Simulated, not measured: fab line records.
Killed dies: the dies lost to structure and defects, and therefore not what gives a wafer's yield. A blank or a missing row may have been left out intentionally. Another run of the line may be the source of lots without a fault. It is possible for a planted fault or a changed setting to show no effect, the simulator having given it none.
A lot that was struck, set against a sound lot + flow nand-harc + 18 out of 1159 route steps
Sound: wafers L204.3, L204.4, L204.5. The struck wafers were L205.2, L205.4, L205.5. The cause is given at the end.
For every step that has rows: the tool of each side, followed by ch and its chambers, followed by its first start. Under that, the readings that differ: sound wafers + struck wafers + difference of the means + sigmas: that difference in standard deviations of wafers without a fault.
alike: a reading whose means differ by less than 2 such deviations, as well as words and numbers matching on both sides. not compared: withheld readings; readings where some wafer has no value; bounds like >300 that might hide an equal value; numbers whose values overlap and for which the record gives no deviation.
The two part at a step that has a row with sigmas, a row that says differs or no value, or rows on one side only. Numbers that don't overlap but have no deviation are shown without sigmas and don't part them. Lack of a reading on every wafer of one side parts them only where that side has two or more wafers.

NHARC_P_GATE_CD_MEAS_46: the cd target is 720 nm.
  sound on cd-sem-01 ch 0, day 6 18:10; struck on cd-sem-03 ch 0, day 7 01:00
  alike: cd-nm
then, 1 step without rows for these wafers: NHARC_P_GATE_HARDBAKE_47 (time 80 s).
NHARC_P_GATE_DESCUM_48: chemistry O2, time 3 s.
  sound on rie-diel-11 ch 1,2, day 6 18:19; struck on rie-diel-07 ch 1,2, day 7 01:10
  alike: drypump-motor-current-A, oes-product-au, rf-vpp-V, showerhead-plenum-p-Torr, throttle-valve-pct
  not compared: rf-hours-counter-h
next, for these wafers, 1 step has no rows: NHARC_P_GATE_IMPLANT_49.
NHARC_P_GATE_STRIP_111: strips in N2/H2, time 250 s.
  sound on plasma-asher-01 ch 0,1, day 6 18:53; struck on plasma-asher-01 ch 0,1, day 7 01:31
  alike: drypump-motor-current-A, heater-power-w, rf-refl-power-W
  not compared: rf-hours-counter-h
NHARC_P_GATE_STRIP_75: strips in O2.
  sound on plasma-asher-01 ch 0,1, day 6 19:07; struck on plasma-asher-01 ch 0,1, day 7 01:49
  alike: drypump-motor-current-A, heater-power-w, rf-refl-power-W
  not compared: rf-hours-counter-h
then, 6 steps without rows for these wafers: NHARC_P_GATE_STRIP_50 (strips in SPM, time 900 s); NHARC_P_GATE_DEHYDRATE_51 (time 120 s); NHARC_P_GATE_HMDS_52 (time 30 s); NHARC_P_GATE_COAT_53; NHARC_P_GATE_SOFTBAKE_54 (time 95 s); NHARC_P_GATE_EBR_55.
NHARC_P_GATE_EXPOSE_56: exposes mask P PSD, target cd 720 nm.
  sound on krf-scanner-03 ch 0, day 6 19:52; struck on krf-scanner-03 ch 0, day 7 02:36
| reading | sound                   | struck                           | difference | sigmas |
|---------|-------------------------|----------------------------------|------------|--------|
| mask    | P_PSD#0 P_PSD#0 P_PSD#0 | P_PSD_R1#0 P_PSD_R1#0 P_PSD_R1#0 | differs    |        |
  alike: stage-vel-mm-s
then, 2 steps without rows for these wafers: NHARC_P_GATE_PEB_57 (peb time 85 s); NHARC_P_GATE_DEVELOP_58 (time 70 s).
NHARC_P_GATE_CD_MEAS_59: the cd target is 720 nm.
  sound on cd-sem-01 ch 0, day 6 20:02; struck on cd-sem-02 ch 0, day 7 02:45
| reading    | sound             | struck            | difference | sigmas      |
|------------|-------------------|-------------------|------------|-------------|
| cd-nm (nm) | 720.1 719.2 720.5 | 842.7 842.5 845.5 | +123.6     | +99 or more |
then, 1 step without rows for these wafers: NHARC_P_GATE_HARDBAKE_60 (time 80 s).
-- record jumps: 14 days between struck wafers' starts before vs after; left off in module P_GATE, resumes in module END, first step shown is number 1159 of the route --
NHARC_END_SORT_01:
  the record has rows for the struck wafers here (prober-01 ch 0, day 21 13:51) and none for the sound ones

## WHERE THEY PART
First at NHARC_P_GATE_EXPOSE_56; last, within this record, at NHARC_END_SORT_01.

WHY: what the simulator had put in
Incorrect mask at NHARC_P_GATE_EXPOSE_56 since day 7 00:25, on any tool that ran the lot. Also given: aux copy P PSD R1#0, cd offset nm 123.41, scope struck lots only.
